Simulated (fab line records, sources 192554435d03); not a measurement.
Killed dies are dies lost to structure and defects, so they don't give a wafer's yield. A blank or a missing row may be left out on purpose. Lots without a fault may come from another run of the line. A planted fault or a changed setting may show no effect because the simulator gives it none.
Which tool did it? | flow n5_finfet | 24 lots, 72 wafers sampled, at 3 steps of a route of 1938

WHAT THE GAUGES READ, wafer by wafer
N5_BEOL_M4_OCD_MEAS_38. Usual: trench_depth_nm 55.7 nm, standard deviation 1.4.
lot  | measured     | on     | trench_depth_nm (nm) | flag
L074 | day 8 03:29  | ocd-02 | 56.4 56.8 55.8       |
L075 | day 8 14:03  | ocd-01 | 57.7 57.1 51.4       |
L077 | day 10 07:45 | ocd-02 | 55.5 56.6 50.3       |
L078 | day 10 11:44 | ocd-02 | 55.6 54.4 56.5       |
L076 | day 10 18:50 | ocd-01 | 52.0 52.4 56.3       |
L083 | day 10 22:06 | ocd-01 | 55.7 56.8 55.1       |
L081 | day 11 01:24 | ocd-02 | 56.9 57.4 56.2       |
L080 | day 11 04:50 | ocd-02 | 55.7 55.5 55.4       |
L079 | day 11 12:29 | ocd-01 | 55.8 55.9 54.9       |
L082 | day 11 15:05 | ocd-01 | 55.6 55.4 55.9       |
L084 | day 12 04:02 | ocd-02 | 55.5 55.2 56.2       |
L085 | day 12 07:18 | ocd-01 | 55.9 56.3 56.2       |
L088 | day 12 07:41 | ocd-02 | 56.8 56.9 57.1       |
L086 | day 12 07:47 | ocd-01 | 54.5 55.5 56.0       |
L087 | day 12 16:16 | ocd-01 | 56.9 57.0 55.7       |
L091 | day 13 06:33 | ocd-02 | 55.1 55.2 55.0       |
L089 | day 13 12:10 | ocd-01 | 54.9 53.5 55.5       |
L093 | day 14 01:13 | ocd-02 | 54.6 55.1 55.4       |
L090 | day 14 05:47 | ocd-02 | 56.1 56.1 55.9       |
L092 | day 14 05:58 | ocd-02 | 55.5 55.6 56.8       |
L094 | day 14 10:11 | ocd-02 | 55.5 55.2 55.4       |
L095 | day 14 14:23 | ocd-02 | 57.4 54.9 58.5       |
L096 | day 15 08:33 | ocd-02 | 56.5 55.4 55.6       |
L097 | day 15 08:49 | ocd-01 | 56.0 57.5 56.4       |

WHICH TOOL RAN EACH LOT (tool, then ch and the chambers of the sampled wafers, then the start)
lot  | N5_BEOL_M3_ANNEAL_89         | N5_BEOL_M4_ETCH_64
L074 | pvd_sputter-01, day 7 15:01  | rie_diel-02 ch 1,2,3, day 7 20:10
L075 | pvd_sputter-02, day 7 20:20  | rie_diel-03 ch 0,1,2, day 7 23:10
L077 | pvd_sputter-03, day 9 14:41  | rie_diel-03 ch 2,3, day 9 18:57
L078 | pvd_sputter-01, day 10 02:21 | rie_diel-02 ch 0,2,3, day 10 05:50
L076 | pvd_sputter-01, day 10 10:32 | rie_diel-03 ch 1,2,3, day 10 15:57
L083 | pvd_sputter-03, day 10 13:22 | rie_diel-02 ch 0,1,3, day 10 16:55
L081 | pvd_sputter-03, day 10 17:30 | rie_diel-03 ch 1,2,3, day 10 20:29
L080 | pvd_sputter-01, day 10 17:56 | rie_diel-04 ch 0,2,3, day 10 20:49
L079 | pvd_sputter-03, day 10 19:43 | rie_diel-04 ch 0,2,3, day 10 23:16
L082 | pvd_sputter-01, day 11 03:49 | rie_diel-02 ch 0,1,3, day 11 08:58
L084 | pvd_sputter-01, day 11 06:53 | rie_diel-03 ch 0,3, day 11 12:29
L085 | pvd_sputter-03, day 11 11:36 | rie_diel-04 ch 0,3, day 11 16:05
L088 | pvd_sputter-02, day 11 15:44 | rie_diel-03 ch 1,2,3, day 11 19:20
L086 | pvd_sputter-03, day 11 17:30 | rie_diel-02 ch 0,2,3, day 11 23:01
L087 | pvd_sputter-02, day 12 01:17 | rie_diel-04 ch 2,3, day 12 04:47
L091 | pvd_sputter-03, day 12 13:58 | rie_diel-03 ch 2,3, day 12 17:34
L089 | pvd_sputter-03, day 12 20:22 | rie_diel-02 ch 0,2,3, day 13 00:50
L093 | pvd_sputter-02, day 13 08:56 | rie_diel-03 ch 1,2, day 13 12:38
L090 | pvd_sputter-02, day 13 11:37 | rie_diel-02 ch 0,1,3, day 13 16:10
L092 | pvd_sputter-01, day 13 14:22 | rie_diel-02 ch 0,1,2, day 13 19:32
L094 | pvd_sputter-02, day 13 16:00 | rie_diel-03 ch 2,3, day 13 19:51
L095 | pvd_sputter-01, day 13 17:49 | rie_diel-03 ch 1,2,3, day 13 21:17
L096 | pvd_sputter-02, day 13 22:54 | rie_diel-02 ch 0,1,3, day 14 02:20
L097 | pvd_sputter-03, day 14 00:44 | rie_diel-02 ch 0,3, day 14 05:24
- N5_BEOL_M3_ANNEAL_89: time 240 s.
- N5_BEOL_M4_ETCH_64: etches SOC in N2/H2, target depth 75 nm, overetch 22.5 nm, time 121.9 s.

WHAT THE TOOLS THEMSELVES READ (means of the sampled wafers that have a number; where no wafer has one, the mark that the record gives instead)
N5_BEOL_M3_ANNEAL_89. Usual: heater_power_w 861 W, standard deviation 86.
lot  | tool           | heater_power_w (W) | flag
L074 | pvd_sputter-01 | 928                |
L075 | pvd_sputter-02 | 862                |
L077 | pvd_sputter-03 | 887                |
L078 | pvd_sputter-01 | 932                |
L076 | pvd_sputter-01 | 912                |
L083 | pvd_sputter-03 | 828                |
L081 | pvd_sputter-03 | 828                |
L080 | pvd_sputter-01 | 937                |
L079 | pvd_sputter-03 | 839                |
L082 | pvd_sputter-01 | 893                |
L084 | pvd_sputter-01 | 854                |
L085 | pvd_sputter-03 | 865                |
L088 | pvd_sputter-02 | 844                |
L086 | pvd_sputter-03 | 872                |
L087 | pvd_sputter-02 | 834                |
L091 | pvd_sputter-03 | 850                |
L089 | pvd_sputter-03 | 880                |
L093 | pvd_sputter-02 | 823                |
L090 | pvd_sputter-02 | 832                |
L092 | pvd_sputter-01 | 931                |
L094 | pvd_sputter-02 | 786                |
L095 | pvd_sputter-01 | 948                |
L096 | pvd_sputter-02 | 829                |
L097 | pvd_sputter-03 | 867                |

N5_BEOL_M4_ETCH_64. Usual: drypump_motor_current_A 5.5 A, standard deviation 0.46; h2_flow_sccm 200.0 sccm, standard deviation 0.57; oes_product_au 0.61 a.u., standard deviation 0.066; rf_vpp_V 524.1 V, standard deviation 2.5; showerhead_plenum_p_Torr 2.54 Torr, standard deviation 0.092; throttle_valve_pct 17.72 %, standard deviation 0.23.
lot  | tool        | drypump_motor_current_A (A) | h2_flow_sccm (sccm) | oes_product_au (a.u.) | rf_vpp_V (V) | showerhead_plenum_p_Torr (Torr) | throttle_valve_pct (%) | flag
L074 | rie_diel-02 | 5.4                         | 200.1               | 0.62                  | 524.8        | 2.55                            | 17.68                  |
L075 | rie_diel-03 | 5.4                         | 200.2               | 0.58                  | 522.9        | 2.49                            | 17.68                  |
L077 | rie_diel-03 | 5.0                         | 200.2               | 0.64                  | 526.2        | 2.61                            | 17.67                  |
L078 | rie_diel-02 | 5.7                         | 200.5               | 0.62                  | 523.2        | 2.54                            | 17.54                  |
L076 | rie_diel-03 | 5.3                         | 200.0               | 0.58                  | 523.6        | 2.53                            | 17.74                  |
L083 | rie_diel-02 | 5.8                         | 200.3               | 0.67                  | 522.4        | 2.51                            | 17.67                  |
L081 | rie_diel-03 | 5.3                         | 200.6               | 0.58                  | 523.9        | 2.53                            | 17.75                  |
L080 | rie_diel-04 | 6.0                         | 200.2               | 0.63                  | 526.3        | 2.65                            | 17.80                  |
L079 | rie_diel-04 | 6.0                         | 200.5               | 0.63                  | 526.2        | 2.65                            | 17.80                  |
L082 | rie_diel-02 | 5.9                         | 200.1               | 0.67                  | 523.6        | 2.51                            | 17.67                  |
L084 | rie_diel-03 | 4.9                         | 199.6               | 0.65                  | 527.4        | 2.65                            | 17.58                  |
L085 | rie_diel-04 | 5.9                         | 200.4               | 0.57                  | 525.9        | 2.63                            | 17.94                  |
L088 | rie_diel-03 | 5.3                         | 199.9               | 0.57                  | 523.5        | 2.53                            | 17.75                  |
L086 | rie_diel-02 | 5.8                         | 200.0               | 0.61                  | 524.9        | 2.54                            | 17.57                  |
L087 | rie_diel-04 | 6.1                         | 200.1               | 0.66                  | 526.7        | 2.63                            | 17.76                  |
L091 | rie_diel-03 | 5.1                         | 199.8               | 0.57                  | 522.9        | 2.50                            | 17.83                  |
L089 | rie_diel-02 | 5.7                         | 200.2               | 0.60                  | 524.0        | 2.54                            | 17.59                  |
L093 | rie_diel-03 | 5.7                         | 200.1               | 0.65                  | 521.6        | 2.46                            | 17.59                  |
L090 | rie_diel-02 | 5.9                         | 199.8               | 0.64                  | 523.1        | 2.50                            | 17.71                  |
L092 | rie_diel-02 | 5.7                         | 199.7               | 0.61                  | 523.3        | 2.55                            | 17.81                  |
L094 | rie_diel-03 | 5.0                         | 200.3               | 0.60                  | 525.5        | 2.59                            | 17.75                  |
L095 | rie_diel-03 | 5.3                         | 200.2               | 0.62                  | 523.6        | 2.52                            | 17.66                  |
L096 | rie_diel-02 | 5.8                         | 199.2               | 0.64                  | 522.9        | 2.50                            | 17.71                  |
L097 | rie_diel-02 | 5.9                         | 200.3               | 0.62                  | 523.5        | 2.47                            | 17.50                  |

THE ANSWER, worked out from the rows above alone
Rule: a lot is off if the mean of its wafers that have a number lies more than 3 standard deviations from the usual mean. A lot without any number at a reading at which 4 lots or more have one is off too. The other lots that the step has rows for count as sound. The gauges are gone through in route order, then the tools' own readings, and for those a lot's mean is taken as printed above. The first step at which some lot is off is used, and at that step the reading that is off furthest; a lot without a number counts as furthest.
No lot is off at any reading shown: from this, nothing can be told.

WHAT THE SIMULATOR HAD PUT IN
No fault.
